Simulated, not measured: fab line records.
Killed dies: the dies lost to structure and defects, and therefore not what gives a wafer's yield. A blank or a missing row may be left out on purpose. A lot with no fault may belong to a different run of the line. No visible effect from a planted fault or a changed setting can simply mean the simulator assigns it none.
Which tool did it? + flow nandHarc + 13 lots, 39 wafers sampled, at 4 steps of a route of 1159

WHAT THE GAUGES SHOWED, per wafer
NHARC_A_ONON_D1_THK_MEAS_21: measures by ellipsometry. Usual: thkNm reads 1002 nm (standard deviation 9.1).
| lot  | measured     | on           | thkNm (nm)     | flag |
|------|--------------|--------------|----------------|------|
| L945 | day 7 20:08  | filmMetro-02 | 1003 1002 1001 |      |
| L947 | day 8 09:35  | filmMetro-02 | 1005 1005 1005 |      |
| L946 | day 8 09:34  | filmMetro-01 | 1004 1004 1003 |      |
| L948 | day 8 19:51  | filmMetro-02 | 997 997 997    |      |
| L949 | day 9 01:34  | filmMetro-02 | 1001 1000 1000 |      |
| L952 | day 9 16:02  | filmMetro-02 | 990 992 992    |      |
| L954 | day 10 07:41 | filmMetro-01 | 1053 1051 1053 | OFF  |
| L959 | day 11 14:25 | filmMetro-02 | 987 989 987    |      |
| L961 | day 11 21:11 | filmMetro-01 | 1010 1013 1011 |      |
| L960 | day 11 21:12 | filmMetro-02 | 982 982 983    |      |
| L963 | day 12 08:34 | filmMetro-02 | 999 1001 1000  |      |
| L965 | day 13 00:46 | filmMetro-02 | 1009 1007 1008 |      |
| L968 | day 13 04:52 | filmMetro-01 | 1008 1010 1009 |      |

TOOL THAT RAN EACH LOT (tool first, then ch and the chambers of the sampled wafers, then the start)
| lot  | NHARC_P_M2_DEP_33               | NHARC_P_BONDPAD_ANNEAL_28       | NHARC_A_ONON_D1_DEP_19          |
|------|---------------------------------|---------------------------------|---------------------------------|
| L945 | pecvd-04 ch 0,2, day 6 07:24    | rtpAnneal-02 ch 0, day 6 10:50  | pecvdOnon-01 ch 0, day 7 19:38  |
| L947 | pecvd-04 ch 0,1, day 6 17:40    | rtpAnneal-02 ch 0, day 6 21:17  | pecvdOnon-01 ch 0, day 8 09:08  |
| L946 | pecvd-03 ch 0,1,2, day 6 18:08  | rtpAnneal-01 ch 0, day 6 21:41  | pecvdOnon-02 ch 0, day 8 09:04  |
| L948 | pecvd-03 ch 0,2, day 7 04:06    | rtpAnneal-02 ch 0, day 7 07:32  | pecvdOnon-01 ch 0, day 8 19:20  |
| L949 | pecvd-03 ch 0,1,2, day 7 11:27  | rtpAnneal-01 ch 0, day 7 14:57  | pecvdOnon-02 ch 0, day 9 01:13  |
| L952 | pecvd-04 ch 0,1, day 8 02:40    | rtpAnneal-02 ch 0, day 8 06:12  | pecvdOnon-03 ch 0, day 9 15:32  |
| L954 | pecvd-04 ch 0,2, day 8 13:48    | rtpAnneal-02 ch 0, day 8 17:33  | pecvdOnon-01 ch 0, day 10 07:17 |
| L959 | pecvd-03 ch 0,1, day 9 19:29    | rtpAnneal-02 ch 0, day 9 23:05  | pecvdOnon-02 ch 0, day 11 13:57 |
| L961 | pecvd-03 ch 0,1,2, day 10 06:55 | rtpAnneal-02 ch 0, day 10 10:28 | pecvdOnon-02 ch 0, day 11 20:41 |
| L960 | pecvd-04 ch 1,2, day 10 08:31   | rtpAnneal-02 ch 0, day 10 12:10 | pecvdOnon-03 ch 0, day 11 20:41 |
| L963 | pecvd-03 ch 0,2, day 10 16:35   | rtpAnneal-01 ch 0, day 10 20:14 | pecvdOnon-02 ch 0, day 12 08:07 |
| L965 | pecvd-04 ch 1,2, day 11 09:33   | rtpAnneal-01 ch 0, day 11 13:29 | pecvdOnon-03 ch 0, day 13 00:16 |
| L968 | pecvd-02 ch 0,2, day 11 14:59   | rtpAnneal-01 ch 0, day 11 18:37 | pecvdOnon-03 ch 0, day 13 04:28 |
- NHARC_P_M2_DEP_33: deposits SiCN, target thk 30 nm.
- NHARC_P_BONDPAD_ANNEAL_28: time 90 s.
- NHARC_A_ONON_D1_DEP_19: target thk 1000 nm.

WHAT THE TOOLS THEMSELVES READ (means of the sampled wafers that have a number; where no wafer has one, the mark that the record gives instead)
NHARC_P_M2_DEP_33. Usual: heaterPowerW 608 W, standard deviation 100; susceptorTempC 370.04 C, standard deviation 0.21.
| lot  | tool     | heaterPowerW (W) | susceptorTempC (C) | flag |
|------|----------|------------------|--------------------|------|
| L945 | pecvd-04 | 495              | 369.88             |      |
| L947 | pecvd-04 | 596              | 370.09             |      |
| L946 | pecvd-03 | 621              | 370.14             |      |
| L948 | pecvd-03 | 651              | 369.93             |      |
| L949 | pecvd-03 | 647              | 369.95             |      |
| L952 | pecvd-04 | 644              | 369.83             |      |
| L954 | pecvd-04 | 522              | 370.12             |      |
| L959 | pecvd-03 | 636              | 370.21             |      |
| L961 | pecvd-03 | 689              | 369.87             |      |
| L960 | pecvd-04 | 665              | 369.93             |      |
| L963 | pecvd-03 | 610              | 369.97             |      |
| L965 | pecvd-04 | 545              | 369.97             |      |
| L968 | pecvd-02 | 563              | 369.74             |      |

NHARC_P_BONDPAD_ANNEAL_28. Usual: annealTempC 225.02 C, standard deviation 0.17; wafer_temp_C_max 225.89, standard deviation 0.26.
| lot  | tool         | annealTempC (C) | wafer_temp_C_max | flag |
|------|--------------|-----------------|------------------|------|
| L945 | rtpAnneal-02 | 224.98          | 226.08           |      |
| L947 | rtpAnneal-02 | 224.88          | 225.68           |      |
| L946 | rtpAnneal-01 | 224.98          | 225.70           |      |
| L948 | rtpAnneal-02 | 225.10          | 225.84           |      |
| L949 | rtpAnneal-01 | 225.10          | 226.19           |      |
| L952 | rtpAnneal-02 | 225.17          | 225.89           |      |
| L954 | rtpAnneal-02 | 225.04          | 225.96           |      |
| L959 | rtpAnneal-02 | 224.92          | 225.84           |      |
| L961 | rtpAnneal-02 | 225.04          | 225.75           |      |
| L960 | rtpAnneal-02 | 225.01          | 225.67           |      |
| L963 | rtpAnneal-01 | 225.04          | 225.79           |      |
| L965 | rtpAnneal-01 | 224.99          | 225.85           |      |
| L968 | rtpAnneal-01 | 224.79          | 226.27           |      |

NHARC_A_ONON_D1_DEP_19. Usual: n2oFlowSccm 1999 sccm, standard deviation 5.9; susceptorTempC 400.06 C, standard deviation 0.24.
| lot  | tool         | n2oFlowSccm (sccm) | susceptorTempC (C) | flag |
|------|--------------|--------------------|--------------------|------|
| L945 | pecvdOnon-01 | 1990               | 400.10             |      |
| L947 | pecvdOnon-01 | 1995               | 400.09             |      |
| L946 | pecvdOnon-02 | 1997               | 399.87             |      |
| L948 | pecvdOnon-01 | 2001               | 399.89             |      |
| L949 | pecvdOnon-02 | 1999               | 399.99             |      |
| L952 | pecvdOnon-03 | 2004               | 400.21             |      |
| L954 | pecvdOnon-01 | 2000               | 400.10             |      |
| L959 | pecvdOnon-02 | 1998               | 400.12             |      |
| L961 | pecvdOnon-02 | 1995               | 399.69             |      |
| L960 | pecvdOnon-03 | 2004               | 399.94             |      |
| L963 | pecvdOnon-02 | 1999               | 400.00             |      |
| L965 | pecvdOnon-03 | 1997               | 400.43             |      |
| L968 | pecvdOnon-03 | 2004               | 400.25             |      |

THE ANSWER, worked out from the rows above alone
Rule: a lot is off if the mean of its wafers that have a number lies more than 3 standard deviations from the usual mean. Also off: a lot with no number at a reading for which 4 or more lots have one. Any other lot the step has rows for is counted as sound. Order of review: gauges by route order, followed by the tools' own readings, for which a lot's mean as printed above is used. At the first step where some lot is off, the reading lying furthest off is the one used; lots without a number count as furthest.
Off: L954 (NHARC_A_ONON_D1_THK_MEAS_21, thkNm).
If a tool, at a process step before that reading, ran all the lots that are off and no sound lot after the first of them, it fits. Those tools and the gauges at NHARC_A_ONON_D1_THK_MEAS_21 are tried in the same way. One candidate fits, namely pecvdOnon-01 at NHARC_A_ONON_D1_DEP_19. Its last sound lot is L948 (day 8 19:20), its first lot that is off L954 (day 10 07:17): a fault that began between those two fits.

WHAT THE SIMULATOR HAD INSERTED
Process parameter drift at NHARC_A_ONON_D1_DEP_19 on pecvdOnon-01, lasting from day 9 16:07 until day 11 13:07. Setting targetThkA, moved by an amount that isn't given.
Shown lots that were struck: L954. This agrees with what the rule above found.
